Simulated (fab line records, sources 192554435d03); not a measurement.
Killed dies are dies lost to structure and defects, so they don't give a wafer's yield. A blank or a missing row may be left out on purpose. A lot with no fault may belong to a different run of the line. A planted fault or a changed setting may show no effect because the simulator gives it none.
fab line records -- flow n5-finfet -- part 2 of 2: steps 5 to 6 of 6
record lots=24, wafers=72, last-day=17
route steps=1938 shown BEOL_M7@1319 BEOL_M8@1377 BEOL_M9@1401
lots with no fault: from the same line, run without faults
start-h: start of the lot's first displayed wafer, in hours after the record's first day -- wait-h: time in hours since the lot's previous step -- " same as the row above -- L1.1+2: a row that stands for several wafers -- - no value, or no start was given -- * or withheld: withheld -- < > ~ a bound
route shown NAME@n: names a module that has steps shown in the file, with the first one's number in the route -- usual: mean/standard deviation of fault-free wafers -- same: alike in all rows -- chamber/n: place in a boat -- sites: readings site by site -- _std_site: the standard deviation of these -- _edge_site: outer sites' mean less inner sites' -- radius-mm: for every site, how far away it sits from the centre of the wafer -- mask NAME#n: copy n -- behind: the tool/chamber that last shaped the wafer -- hold: what put the lot on hold/how long, in hours/how the hold closed -- device: whichever transistor did not switch (one of n, p or np) -- end of line: the same wafers' tests at the end of the route -- where a step has no rows: the recipe by itself -- killed: not the wafer's yield, but the dies lost to structure and defects at the first sort -- map: per-die view of a wafer (x killed, . not killed, _ where there is no die)
set.NAME: the setting that was run; set.NAME@STEP: the one run at that earlier step -- model.NAME: the simulator's own value behind a step, which no gauge read
one table for each step of the route and one row for each wafer, over a sample of lots
services: when a tool's chamber went out of use (start-h, in hours from the record's first day, below 0 if earlier), for how many hours, and the reason
## steps
# step N5_BEOL_M8_CMP_52
# recipe stop-on=SiCOH_lowk, t-overpolish-s=6.9, down-force-psi=1, platen-rpm=50, clearing-platen-down-force-psi=1.5, clearing-platen-rpm=50, post-cmp-clean=cu-alkaline, target-thk-nm=80, clearing-platen-pad-velocity-m-s=0.99484, pad-velocity-m-s=0.99484
# usual barrier-field-endpoint-s=28.6/0.65, clearing-platen-rpm=50.001/0.03, motor-current-A=6.0/0.84, overpolish-run-s=6.900/0.0094, time-to-endpoint-s=62.1/2.6
lot.wafer,tool,chamber,start-h,wait-h,barrier-field-endpoint-s,clearing-platen-rpm,motor-current-A,overpolish-run-s,time-to-endpoint-s
L074.2,cmp-02,2,209.19,0.2,28.8,50.001,5.6,6.897,60.8
L074.1,cmp-02,3,209.19,0.2,27.8,50.042,6.3,6.915,60.8
L074.3,cmp-02,1,209.19,0.2,27.9,49.984,7.1,6.904,60.2
L076.1,cmp-04,1,214.78,0.4,27.5,49.996,4.9,6.894,63.3
L076.2,cmp-04,3,214.78,0.4,27.9,50.023,5.7,6.896,64.3
L076.4,cmp-04,0,214.78,0.4,29.1,50.016,5.7,6.890,65.4
L075.4,cmp-04,3,215.05,0.3,28.0,49.971,5.7,6.897,61.7
L075.1,cmp-04,0,215.05,0.3,28.9,50.022,5.6,6.898,62.6
L075.2,cmp-04,1,215.05,0.3,27.9,50.011,5.0,6.905,60.4
L077.1,cmp-04,2,219.21,0.3,28.3,50.017,7.0,6.900,60.4
L077.5,cmp-04,0,219.21,0.3,29.6,49.977,5.7,6.900,67.9
L077.6,cmp-04,1,219.21,0.3,29.2,50.012,5.1,6.899,60.1
L078.2,cmp-01,0,226.58,0.2,28.4,49.964,7.5,6.902,64.4
L078.1,cmp-01,1,226.58,0.2,28.7,49.989,5.1,6.888,67.2
L078.3,cmp-01,2,226.58,0.2,28.3,50.032,7.4,6.907,61.5
L079.1,cmp-02,0,228.69,0.3,29.2,49.934,5.9,6.907,64.6
L079.3,cmp-02,1,228.69,0.3,29.1,49.918,6.4,6.905,63.8
L079.2,cmp-02,3,228.69,0.3,29.4,50.004,6.9,6.892,68.0
L081.1,cmp-04,2,247.82,0.3,28.4,49.989,6.8,6.900,60.0
L081.2,cmp-04,3,247.82,0.3,27.6,50.020,5.6,6.913,61.0
L081.6,cmp-04,2,247.82,0.3,28.5,50.010,7.2,6.890,60.4
L080.2,cmp-01,2,248.09,0.2,28.4,49.999,6.6,6.904,61.6
L080.5,cmp-01,2,248.09,0.2,28.4,50.033,6.5,6.909,63.0
L080.6,cmp-01,3,248.09,0.2,28.3,49.997,5.2,6.895,56.4
L082.2,cmp-01,0,249.91,0.3,28.1,49.989,6.8,6.901,61.0
L082.5,cmp-01,2,249.91,0.3,29.5,50.039,6.5,6.895,62.8
L082.6,cmp-01,3,249.91,0.3,28.9,50.063,4.8,6.900,61.6
L083.3,cmp-01,0,262.66,0.2,28.4,50.002,7.8,6.897,61.8
L083.1,cmp-01,1,262.66,0.2,28.1,50.067,4.9,6.901,62.4
L083.5,cmp-01,2,262.66,0.2,28.2,50.030,6.6,6.887,58.5
L084.3,cmp-04,3,266.73,0.3,29.2,50.024,5.9,6.893,63.7
L084.1,cmp-04,1,266.73,0.3,28.1,49.988,5.1,6.905,64.4
L084.6,cmp-04,2,266.73,0.3,29.5,49.950,7.2,6.907,64.8
L086.2,cmp-04,3,274.54,0.2,28.4,50.017,5.6,6.910,60.8
L086.6,cmp-04,3,274.54,0.2,28.5,49.990,5.7,6.895,60.6
L086.5,cmp-04,0,274.54,0.2,29.4,50.037,5.8,6.903,65.1
L085.4,cmp-01,0,274.62,0.1,29.1,49.964,7.1,6.902,67.5
L085.3,cmp-01,2,274.62,0.1,30.6,50.002,6.5,6.905,67.8
L085.5,cmp-01,1,274.62,0.1,29.9,50.041,4.6,6.897,67.1
L088.4,cmp-04,3,282.01,0.1,28.7,49.981,6.1,6.881,61.0
L088.1,cmp-04,0,282.01,0.1,28.3,50.071,5.7,6.905,61.7
L088.3,cmp-04,2,282.01,0.1,28.8,50.055,7.1,6.900,59.8
L087.3,cmp-01,2,284.55,0.2,28.6,50.004,6.3,6.920,64.4
L087.5,cmp-01,1,284.55,0.2,28.7,50.048,4.9,6.910,61.9
L087.6,cmp-01,2,284.55,0.2,29.0,50.003,6.7,6.912,64.4
L089.1,cmp-01,3,292.05,0.3,28.3,50.002,5.2,6.884,57.3
L089.3,cmp-01,1,292.05,0.3,28.8,50.015,4.8,6.911,59.9
L089.6,cmp-01,3,292.05,0.3,29.3,50.000,5.2,6.884,60.4
L091.1,cmp-01,1,308.03,0.3,29.4,50.044,5.0,6.884,63.2
L091.5,cmp-01,3,308.03,0.3,29.5,49.986,5.3,6.892,62.4
L091.6,cmp-01,0,308.03,0.3,29.7,49.977,7.6,6.909,63.4
L090.1,cmp-01,2,313.14,0.3,28.4,50.006,6.5,6.877,64.5
L090.3,cmp-01,3,313.14,0.3,28.4,49.957,5.1,6.889,60.2
L090.5,cmp-01,1,313.14,0.3,29.6,49.954,4.9,6.903,63.5
L092.2,cmp-01,3,319.01,0.2,28.2,50.051,5.4,6.888,57.8
L092.1,cmp-01,0,319.01,0.2,28.4,49.953,7.2,6.891,65.9
L092.3,cmp-01,1,319.01,0.2,28.6,49.973,4.7,6.905,62.0
L093.1,cmp-02,2,321.70,0.5,28.7,50.000,5.7,6.895,59.8
L093.4,cmp-02,3,321.70,0.5,28.3,49.977,6.4,6.902,61.4
L093.2,cmp-02,1,321.70,0.5,27.9,50.029,6.4,6.919,59.2
L094.4,cmp-01,2,322.28,0.2,28.0,49.997,6.5,6.892,61.8
L094.2,cmp-01,0,322.28,0.2,27.8,49.993,7.3,6.901,61.0
L094.6,cmp-01,3,322.28,0.2,27.7,50.036,5.4,6.911,61.2
L096.2,cmp-01,0,333.67,0.2,28.8,49.996,6.9,6.891,60.6
L096.4,cmp-01,1,333.67,0.2,29.7,50.037,4.9,6.897,62.0
L096.6,cmp-01,0,333.67,0.2,29.0,50.010,7.3,6.906,61.4
L097.4,cmp-02,2,344.16,0.1,28.3,50.010,5.7,6.890,60.4
L097.3,cmp-02,0,344.16,0.1,28.1,49.981,5.5,6.886,59.8
L097.5,cmp-02,2,344.16,0.1,28.5,49.950,5.4,6.891,59.2
L095.4,cmp-01,0,344.52,0.2,29.5,50.001,7.0,6.880,62.4
L095.1,cmp-01,1,344.52,0.2,27.9,50.006,4.7,6.907,61.6
L095.6,cmp-01,3,344.52,0.2,28.0,49.969,5.2,6.917,62.6
# step N5_BEOL_M9_ILD_DEP_00
# recipe material=SiCOH_lowk, target-thk-a=3085.1, temp-c=300, precursor=DEMS/porogen, pressure-torr=5, rf-w=500, time-s=58
# usual heater-power-w=327/55, showerhead-plenum-p-Torr=5.747/0.012, showerhead-vpp-V=1398/78, throttle-valve-pct=13.6/0.65
lot.wafer,tool,chamber,start-h,wait-h,heater-power-w,showerhead-plenum-p-Torr,showerhead-vpp-V,throttle-valve-pct
L074.1,pecvd-01,2,209.71,0.0,359,5.757,1399,13.7
L074.2,pecvd-01,0,209.71,0.0,289,5.764,1440,13.5
L074.3,pecvd-01,1,209.71,0.0,308,5.758,1386,14.0
L076.1,pecvd-01,2,215.27,0.0,354,5.753,1379,13.5
L076.2,pecvd-01,1,215.27,0.0,252,5.766,1364,13.7
L076.4,pecvd-01,1,215.27,0.0,257,5.750,1365,13.9
L075.1,pecvd-03,0,215.53,0.0,334,5.745,1335,12.2
L075.2,pecvd-03,1,215.53,0.0,456,5.741,1560,14.1
L075.4,pecvd-03,0,215.53,0.0,342,5.745,1332,12.6
L077.1,pecvd-03,0,219.62,0.0,376,5.743,1332,12.6
L077.5,pecvd-03,2,219.62,0.0,370,5.741,1268,13.9
L077.6,pecvd-03,0,219.62,0.0,288,5.731,1328,12.2
L078.1,pecvd-01,0,227.06,0.0,276,5.763,1448,13.4
L078.2,pecvd-01,1,227.06,0.0,311,5.762,1373,13.9
L078.3,pecvd-01,2,227.06,0.0,344,5.771,1392,13.2
L079.1,pecvd-01,1,229.18,0.0,265,5.752,1392,13.7
L079.2,pecvd-01,2,229.18,0.0,336,5.758,1389,13.4
L079.3,pecvd-01,0,229.18,0.0,288,5.748,1464,13.4
L081.1,pecvd-02,2,248.27,0.0,383,5.736,1450,12.3
L081.2,pecvd-02,0,248.27,0.0,306,5.721,1460,14.8
L081.6,pecvd-02,0,248.27,0.0,310,5.734,1463,14.8
L080.2,pecvd-03,2,248.57,0.0,347,5.753,1253,13.7
L080.5,pecvd-03,0,248.57,0.0,338,5.724,1325,12.5
L080.6,pecvd-03,1,248.57,0.0,417,5.743,1562,14.1
L082.2,pecvd-02,0,250.32,0.0,314,5.726,1471,14.6
L082.5,pecvd-02,2,250.32,0.0,384,5.711,1453,12.4
L082.6,pecvd-02,1,250.32,0.0,368,5.739,1310,15.0
L083.1,pecvd-01,0,263.11,0.0,266,5.739,1451,13.4
L083.3,pecvd-01,1,263.11,0.0,287,5.769,1398,13.7
L083.5,pecvd-01,2,263.11,0.0,362,5.752,1393,13.1
L084.1,pecvd-01,0,267.21,0.0,288,5.759,1461,13.5
L084.3,pecvd-01,2,267.21,0.0,315,5.747,1412,13.3
L084.6,pecvd-01,0,267.21,0.0,294,5.746,1471,13.3
L086.2,pecvd-01,1,275.06,0.0,245,5.746,1385,13.8
L086.5,pecvd-01,0,275.06,0.0,298,5.767,1432,13.7
L086.6,pecvd-01,2,275.06,0.0,320,5.756,1381,13.4
L085.3,pecvd-03,0,275.11,0.0,333,5.739,1326,12.2
L085.4,pecvd-03,0,275.11,0.0,348,5.745,1339,12.3
L085.5,pecvd-03,1,275.11,0.0,404,5.732,1539,14.3
L088.1,pecvd-03,2,282.50,0.0,327,5.755,1278,14.2
L088.3,pecvd-03,0,282.50,0.0,297,5.711,1347,12.8
L088.4,pecvd-03,1,282.50,0.0,455,5.747,1542,14.1
L087.3,pecvd-03,2,285.00,0.0,355,5.756,1246,13.8
L087.5,pecvd-03,0,285.00,0.0,339,5.738,1328,12.1
L087.6,pecvd-03,1,285.00,0.0,431,5.742,1545,14.3
L089.1,pecvd-01,1,292.53,0.0,315,5.767,1368,14.0
L089.3,pecvd-01,2,292.53,0.0,357,5.751,1398,13.3
L089.6,pecvd-01,1,292.53,0.0,323,5.742,1369,13.6
L091.1,pecvd-01,1,308.44,0.0,313,5.751,1391,13.9
L091.5,pecvd-01,2,308.44,0.0,306,5.750,1370,13.3
L091.6,pecvd-01,1,308.44,0.0,309,5.752,1376,13.9
L090.1,pecvd-01,0,313.55,0.0,291,5.763,1476,13.5
L090.3,pecvd-01,2,313.55,0.0,345,5.755,1392,13.2
L090.5,pecvd-01,2,313.55,0.0,345,5.750,1370,13.7
L092.1,pecvd-01,0,319.49,0.0,244,5.748,1443,13.4
L092.2,pecvd-01,2,319.49,0.0,291,5.748,1372,13.6
L092.3,pecvd-01,1,319.49,0.0,312,5.763,1388,13.8
L093.1,pecvd-03,0,322.19,0.0,362,5.732,1363,12.8
L093.2,pecvd-03,2,322.19,0.0,326,5.752,1287,13.9
L093.4,pecvd-03,1,322.19,0.0,400,5.753,1543,14.2
L094.2,pecvd-03,1,322.80,0.0,467,5.740,1534,14.2
L094.4,pecvd-03,0,322.80,0.0,300,5.709,1343,12.6
L094.6,pecvd-03,1,322.80,0.0,458,5.731,1544,14.2
L096.2,pecvd-02,1,334.16,0.0,355,5.757,1319,14.9
L096.4,pecvd-02,2,334.16,0.0,435,5.736,1473,12.7
L096.6,pecvd-02,1,334.16,0.0,364,5.758,1321,15.2
L097.3,pecvd-01,0,344.65,0.0,261,5.753,1448,13.4
L097.4,pecvd-01,1,344.65,0.0,288,5.748,1389,13.6
L097.5,pecvd-01,0,344.65,0.0,269,5.754,1456,13.2
L095.1,pecvd-01,1,344.93,0.0,265,5.744,1378,13.9
L095.4,pecvd-01,2,344.93,0.0,277,5.732,1371,13.4
L095.6,pecvd-01,1,344.93,0.0,260,5.756,1362,13.9
## services
tool,chamber,start-h,hours,kind
cmp-02,-,195.41,0.5,repair
rie-diel-04,0,204.28,-,clean
rie-diel-04,0,204.28,-,consumable-replace:focus-ring
rie-diel-04,0,204.28,17.3,scheduled-down
rie-diel-04,0,204.28,17.3,vent-cycle
cmp-01,-,213.82,4.0,pm
rie-diel-04,1,217.32,5.2,repair
cmp-04,-,217.47,0.5,repair
pecvd-01,2,232.62,4.2,repair
rie-diel-06,1,242.35,55.8,repair
cmp-02,-,246.20,5.2,pm
cmp-04,-,257.09,2.7,pm
pecvd-02,0,261.04,21.4,repair
rie-diel-04,0,265.68,8.2,repair
rie-diel-06,2,272.24,7.4,repair
rie-diel-04,1,282.28,-,clean
pecvd-03,-,286.97,14.6,pm
cmp-01,-,292.42,2.4,repair
cmp-02,-,294.59,1.2,repair
rie-diel-04,2,302.97,9.8,repair
cmp-04,-,310.86,17.0,pm
pecvd-02,-,323.95,1.9,repair
cmp-04,-,331.06,4.0,pm
cmp-04,-,335.59,0.7,repair
